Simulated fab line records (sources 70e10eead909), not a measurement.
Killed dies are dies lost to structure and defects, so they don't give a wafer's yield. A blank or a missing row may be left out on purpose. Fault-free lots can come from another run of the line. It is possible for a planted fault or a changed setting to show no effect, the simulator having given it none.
fab line records	flow nand_harc
record lots=13	wafers=39	last_day=33
route steps=1302 shown P_M0@276 A_BONDPAD@1230 THIN_TSV@1273 END@1302
lots that met no fault: from a run of the same line without faults
start_h: hours from the record's opening day to when the first of the lot's shown wafers began	wait_h: hours from the lot's prior step to this one	" repeats the value in the row above	L1.1+2: a single row standing in for several wafers	- either no value or no given start	* or withheld: withheld	< > ~ a bound
route shown NAME@n: NAME is a module with steps in the file, n the number in the route of the first one	usual: average and standard deviation across the fault-free wafers	same: alike in all rows	chamber/n: place in a boat	sites: readings site by site	_std_site: their standard deviation	_edge_site: inner sites' mean taken away from outer sites' mean	radius_mm: how far each site lies from the wafer's centre	mask NAME#n: copy n	behind: the most recent tool/chamber to have shaped the wafer	hold: reason for holding the lot/hours on hold/outcome of the hold	device: whichever transistor did not switch (one of n, p or np)	end of line: at the end of the route, the tests of the same wafers	where a step has no rows: the recipe by itself	killed: count of dies lost to structure and defects at first sort (not the wafer's yield)	map: a wafer's dies, marking killed ones x, the rest . and places with no die _
set.NAME: the setting that was run; set.NAME@STEP: the one run at that earlier step	model.NAME: the simulator's own value behind a step, which no gauge read
route steps across a sampled set of lots; one table per step, one row per wafer
services: when a tool's chamber went out of use (start_h, in hours from the record's first day, below 0 if earlier), for how many hours, and the reason
## steps
# step NHARC_P_M0_ECD_22
# recipe target_thk_a=4000	bath_temp_c=25	material=Cu
lot.wafer	tool	chamber	start_h	wait_h
L596.4+5+6	ecd_cu-02	0,1,0	122.99	-
L598.2+4+5	ecd_cu-01	1,1,0	138.92	-
L604.1+3+6	ecd_cu-01	0,0,1	198.90	-
L605.1+4+6	ecd_cu-01	0,1,1	213.43	-
L609.2+6+5	ecd_cu-02	1,1,0	253.64	-
L610.2+4+5	ecd_cu-02	0,0,1	271.63	-
L611.2+4+5	ecd_cu-01	0,0,1	272.36	-
L612.3+4+6	ecd_cu-01	0,1,1	285.27	-
L613.4+3+6	ecd_cu-01	0,1,0	298.71	-
L614.2+4+6	ecd_cu-01	0	300.02	-
L615.2+5+6	ecd_cu-01	1,1,0	308.57	-
L616.2+4+6	ecd_cu-01	1,1,0	322.97	-
L617.2+4+6	ecd_cu-01	1,0,1	334.61	-
# step NHARC_A_BONDPAD_ANNEAL_28
# recipe temp_c=225	time_s=90
# usual wafer_temp_C_max=226.7/0.41
lot.wafer	tool	chamber	start_h	wait_h	wafer_temp_C_max
L596.4	rtp_anneal-02	0	534.96	-	226.2
L596.5	"	0	"	"	225.7
L596.6	"	0	"	"	226.8
L598.2	rtp_anneal-01	0	543.07	-	227.3
L598.4	"	0	"	"	227.3
L598.5	"	0	"	"	227.2
L604.1	rtp_anneal-02	0	600.98	-	226.4
L604.3	"	0	"	"	226.6
L604.6	"	0	"	"	226.7
L605.1	rtp_anneal-01	0	616.37	-	226.7
L605.4	"	0	"	"	226.4
L605.6	"	0	"	"	226.7
L609.2	rtp_anneal-01	0	662.46	-	226.8
L609.5	"	0	"	"	227.0
L609.6	"	0	"	"	227.1
L611.2	rtp_anneal-01	0	672.29	-	227.4
L611.4	"	0	"	"	227.3
L611.5	"	0	"	"	226.7
L610.2	rtp_anneal-02	0	675.88	0.3	226.1
L610.4	"	0	"	"	225.7
L610.5	"	0	"	"	225.6
L612.3	rtp_anneal-01	0	696.58	0.3	227.0
L612.4	"	0	"	"	227.4
L612.6	"	0	"	"	226.6
L613.3	rtp_anneal-02	0	711.95	-	226.3
L613.4	"	0	"	"	227.2
L613.6	"	0	"	"	226.8
L615.2	rtp_anneal-02	0	713.07	-	226.4
L615.5	"	0	"	"	226.4
L615.6	"	0	"	"	226.8
L614.2	rtp_anneal-01	0	715.53	-	227.1
L614.4	"	0	"	"	227.3
L614.6	"	0	"	"	226.9
L616.2	rtp_anneal-01	0	734.06	-	226.7
L616.4	"	0	"	"	227.1
L616.6	"	0	"	"	227.7
L617.2	rtp_anneal-01	0	747.97	-	227.0
L617.4	"	0	"	"	226.6
L617.6	"	0	"	"	226.7
# step NHARC_A_BONDPAD_THK_MEAS_20
# recipe thk_meas_gauge=xrf
# usual thk_nm=169.9/1.2
lot.wafer	tool	chamber	start_h	wait_h	thk_nm
L596.4	film_metro-02	-	535.48	-	170.7
L596.5	"	-	"	"	169.6
L596.6	"	-	"	"	170.5
L598.2	film_metro-02	-	543.69	-	168.0
L598.4	"	-	"	"	168.4
L598.5	"	-	"	"	170.2
L604.1	film_metro-01	-	601.65	-	170.4
L604.3	"	-	"	"	167.1
L604.6	"	-	"	"	170.8
L605.1	film_metro-02	-	617.03	-	169.8
L605.4	"	-	"	"	168.0
L605.6	"	-	"	"	170.6
L609.2	film_metro-02	-	663.08	-	167.8
L609.5	"	-	"	"	169.5
L609.6	"	-	"	"	168.7
L611.2	film_metro-02	-	672.90	-	172.4
L611.4	"	-	"	"	170.1
L611.5	"	-	"	"	172.2
L610.2	film_metro-01	-	676.50	-	168.4
L610.4	"	-	"	"	167.8
L610.5	"	-	"	"	170.1
L612.3	film_metro-01	-	697.14	-	169.4
L612.4	"	-	"	"	170.1
L612.6	"	-	"	"	168.5
L613.3	film_metro-02	-	712.51	-	170.6
L613.4	"	-	"	"	171.5
L613.6	"	-	"	"	168.6
L615.2	film_metro-02	-	713.69	-	168.7
L615.5	"	-	"	"	171.4
L615.6	"	-	"	"	168.9
L614.2	film_metro-01	-	716.14	-	171.1
L614.4	"	-	"	"	170.9
L614.6	"	-	"	"	171.5
L616.2	film_metro-01	-	734.67	-	168.2
L616.4	"	-	"	"	169.8
L616.6	"	-	"	"	170.3
L617.2	film_metro-02	-	748.59	-	171.2
L617.4	"	-	"	"	168.9
L617.6	"	-	"	"	168.2
# step NHARC_THIN_TSV_PVD_51
# recipe target_thk_a=1000	chamber_pressure_pa=5	material=Cu
# usual throttle_valve_pct=30.3/0.93
lot.wafer	tool	chamber	start_h	wait_h	throttle_valve_pct
L596.4	pvd_sputter-01	-	-	-	30.7
L596.5	"	-	"	"	31.0
L596.6	"	-	"	"	30.4
L598.2	pvd_sputter-03	-	-	-	30.7
L598.4	"	-	"	"	28.4
L598.5	"	-	"	"	30.7
L604.3	pvd_sputter-01	-	-	-	30.1
L604.1	"	-	"	"	31.0
L604.6	"	-	"	"	31.2
L605.4	pvd_sputter-03	-	-	-	30.8
L605.1	"	-	"	"	31.4
L605.6	"	-	"	"	30.8
L609.2	pvd_sputter-01	-	-	-	31.1
L609.5	"	-	"	"	31.4
L609.6	"	-	"	"	31.6
L611.4	pvd_sputter-01	-	-	-	30.3
L611.2	"	-	"	"	31.2
L611.5	"	-	"	"	30.4
L610.4	pvd_sputter-02	-	-	-	30.4
L610.2	"	-	"	"	29.9
L610.5	"	-	"	"	30.2
L612.4	pvd_sputter-03	-	-	-	31.5
L612.3	"	-	"	"	30.7
L612.6	"	-	"	"	31.5
L613.3	pvd_sputter-02	-	-	-	28.7
L613.4	"	-	"	"	29.8
L613.6	"	-	"	"	29.9
L615.2	pvd_sputter-01	-	-	-	29.9
L615.5	"	-	"	"	30.3
L615.6	"	-	"	"	31.4
L614.2	pvd_sputter-03	-	-	-	29.9
L614.4	"	-	"	"	30.8
L614.6	"	-	"	"	29.7
L616.2	pvd_sputter-01	-	-	-	30.3
L616.4	"	-	"	"	31.8
L616.6	"	-	"	"	30.2
L617.2	pvd_sputter-02	-	-	-	29.9
L617.4	"	-	"	"	28.9
L617.6	"	-	"	"	29.9
# step NHARC_END_SORT_01
# recipe temp_c=25
# usual defect_limited_yield=91.7/2.8	killed_at_array=52/19	killed_at_other=0.8/1	killed_at_periphery=3.7/2.5	killed_dies=56/19	killed_open=3.5/2	killed_short=2.2/1.4	sort_bin_2_pct=2.9/1.2	sort_bin_3_pct=0.6/0.36	sort_bin_4_pct=4.8/1.6	sort_n_pass=621/19	sort_rim_yield_pct=92/3.9	sort_yield_pct=91.7/2.8
# same gross_dies=677	sort_bin_5_pct[%]=0	sort_bin_6_pct[%]=0	sort_bin_7_pct[%]=0	sort_bin_8_pct[%]=0	sort_rim_n_gross=106.00
lot.wafer	tool	chamber	start_h	wait_h	defect_limited_yield[%]	killed_at_array	killed_at_other	killed_at_periphery	killed_dies	killed_open	killed_short	sort_bin_2_pct[%]	sort_bin_3_pct[%]	sort_bin_4_pct[%]	sort_n_pass	sort_rim_yield_pct[%]	sort_yield_pct[%]
L604.1	prober-02	0	630.64	2.5	93.1	43	1	3	47	6	2	2.8	0.1	4.0	630	89	93.1
L604.3	prober-02	0	632.24	3.1	93.1	43	0	4	47	5	4	2.8	0.1	4.0	630	92	93.1
L604.6	prober-02	0	634.63	4.0	26.0	35	1	465	501	2	1	29.1	5.6	39.3	176	29	26.0
L605.1	prober-02	0	644.48	2.5	95.1	31	0	2	33	5	1	1.0	0.3	3.5	644	96	95.1
L605.4	prober-02	0	646.87	3.4	25.0	19	0	489	508	0	1	30.1	6.8	38.1	169	32	25.0
L605.6	prober-02	0	648.47	4.0	24.4	15	0	497	512	2	1	28.4	8.4	38.8	165	26	24.4
L610.2	prober-01	0	705.44	2.8	94.2	35	0	4	39	6	3	1.9	0.4	3.4	638	89	94.2
L610.4	prober-01	0	707.03	3.4	96.0	25	0	2	27	1	3	1.6	0.6	1.8	650	92	96.0
L610.5	prober-01	0	707.83	3.7	94.2	36	0	3	39	5	2	2.2	0.1	3.4	638	90	94.2
# killed by level:class
L604.1 A_CHANNEL_HOLE_D2:chamber_film_flake=17 A_CHANNEL_HOLE_D1:chamber_film_flake=15 A_CONTACT:chamber_film_flake=4 A_DECK1_JOINT:geometric_particle:open=2 A_BLC:geometric_particle:open=2 P_CONTACT:geometric_particle:short=1 P_M0:geometric_particle:open=1 A_SOURCE_PLATE:geometric_particle:open=1
L604.3 A_CHANNEL_HOLE_D1:chamber_film_flake=15 A_CHANNEL_HOLE_D2:chamber_film_flake=14 P_GATE:chamber_film_flake=3 A_CONTACT:chamber_film_flake=3 P_GATE:geometric_particle:short=1 A_ONON_D1:geometric_particle:open=1 A_CHANNEL_FILL_D1:geometric_particle:open=1 A_DECK1_JOINT:geometric_particle:short=1
L604.6 P_M0:unspecified=464 A_CHANNEL_HOLE_D1:chamber_film_flake=14 A_CHANNEL_HOLE_D2:chamber_film_flake=11 A_CONTACT:chamber_film_flake=6 A_STAIRCASE:chamber_film_flake=2 A_ONON_D1:geometric_particle:open=1 A_ONON_D2:geometric_particle:open=1 STARTING-WAFER:geometric_particle:short=1
L605.1 A_CHANNEL_HOLE_D2:chamber_film_flake=17 A_SLIT:chamber_film_flake=3 A_CHANNEL_FILL_D1:geometric_particle:open=2 A_CONTACT:chamber_film_flake=2 P_CONTACT:geometric_particle:open=1 A_ONON_D2:geometric_particle:short=1 A_CONTACT:geometric_particle:open=1 A_BLC:geometric_particle:open=1
L605.4 P_M0:unspecified=488 A_CHANNEL_HOLE_D2:chamber_film_flake=8 A_CHANNEL_HOLE_D1:chamber_film_flake=2 A_SLIT:chamber_film_flake=2 A_CHANNEL_FILL_D1:geometric_particle:short=1 P_GATE:chamber_film_flake=1 A_WL_FILL:chamber_film_flake=1 A_DECK1_JOINT:chamber_film_flake=1
L605.6 P_M0:unspecified=497 A_CHANNEL_HOLE_D2:chamber_film_flake=8 A_ONON_D2:geometric_particle:open=1 A_WL_FILL:geometric_particle:short=1 A_WL_FILL:geometric_particle:open=1 A_ZERO_WELL:chamber_film_flake=1 A_CHANNEL_HOLE_D1:chamber_film_flake=1 A_STAIRCASE:chamber_film_flake=1
L610.2 A_CHANNEL_HOLE_D1:chamber_film_flake=15 A_CONTACT:chamber_film_flake=5 A_STAIRCASE:chamber_film_flake=3 A_SLIT:chamber_film_flake=3 A_WL_FILL:chamber_film_flake=2 P_GATE:geometric_particle:open=1 P_CONTACT:geometric_particle:open=1 P_M0:geometric_particle:open=1
L610.4 A_CHANNEL_HOLE_D1:chamber_film_flake=11 A_SLIT:chamber_film_flake=3 A_STAIRCASE:chamber_film_flake=3 A_ONON_D1:geometric_particle:short=2 A_WL_FILL:chamber_film_flake=2 A_CHANNEL_FILL_D2:geometric_particle:short=1 A_STAIRCASE:geometric_particle:open=1 P_CONTACT:chamber_film_flake=1
L610.5 A_CHANNEL_HOLE_D1:chamber_film_flake=16 A_CONTACT:chamber_film_flake=5 A_CHANNEL_FILL_D1:chamber_film_flake=3 A_CHANNEL_FILL_D2:geometric_particle:open=2 A_DECK1_JOINT:chamber_film_flake=2 A_STAIRCASE:chamber_film_flake=2 A_ONON_D1:geometric_particle:open=1 A_CHANNEL_FILL_D1:geometric_particle:open=1
## services
tool	chamber	start_h	hours	kind
pvd_sputter-01	-	159.21	14.6	repair
pvd_sputter-03	-	159.56	3.2	repair
ecd_cu-01	-	160.45	8.0	pm
pvd_sputter-03	-	176.46	10.0	pm
pvd_sputter-01	-	178.68	1.8	repair
ecd_cu-01	-	207.42	2.2	repair
pvd_sputter-01	-	226.00	10.0	pm
ecd_cu-01	-	257.10	1.0	repair
ecd_cu-01	-	336.45	8.0	pm
ecd_cu-01	-	367.04	5.6	repair
rtp_anneal-01	-	372.00	12.0	pm
pvd_sputter-01	-	404.00	10.0	pm
pvd_sputter-01	-	472.15	1.6	repair
ecd_cu-01	-	495.56	1.9	repair
ecd_cu-01	-	512.45	8.0	pm
pvd_sputter-01	-	532.59	4.6	repair
ecd_cu-01	-	545.76	1.8	repair
pvd_sputter-01	-	582.00	10.0	pm
ecd_cu-01	-	583.12	0.3	repair
ecd_cu-01	-	638.22	2.8	repair
ecd_cu-01	-	680.35	4.8	repair
ecd_cu-01	-	688.45	8.0	pm
rtp_anneal-02	-	744.00	12.0	pm
pvd_sputter-01	-	760.00	10.0	pm
## key
first_sign step=NHARC_END_SORT_01	reading=killed_at_periphery	direction=up	sigmas=99+	usual=3.7	struck=483.7
effect step=NHARC_END_SORT_01	reading=killed_dies	direction=up	sigmas=24	usual=56	struck=507
more_kills_born_at NHARC_P_M0_ECD_22@ecd_cu-01=1449
met_at NHARC_P_M0_ECD_22
struck_lots L604,L605
struck_wafers L604.6,L605.4,L605.6
not_acting_at NHARC_A_BONDPAD_ANNEAL_28,NHARC_A_BONDPAD_THK_MEAS_20,NHARC_THIN_TSV_PVD_51
onset_between 138.92 198.90
fault kind=chamber_particle_source	tool=ecd_cu-01	chamber=1	onset_h=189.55	steps=NHARC_P_M0_ECD_22	rate_per_visit_cm2=1.4332	end_h=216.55
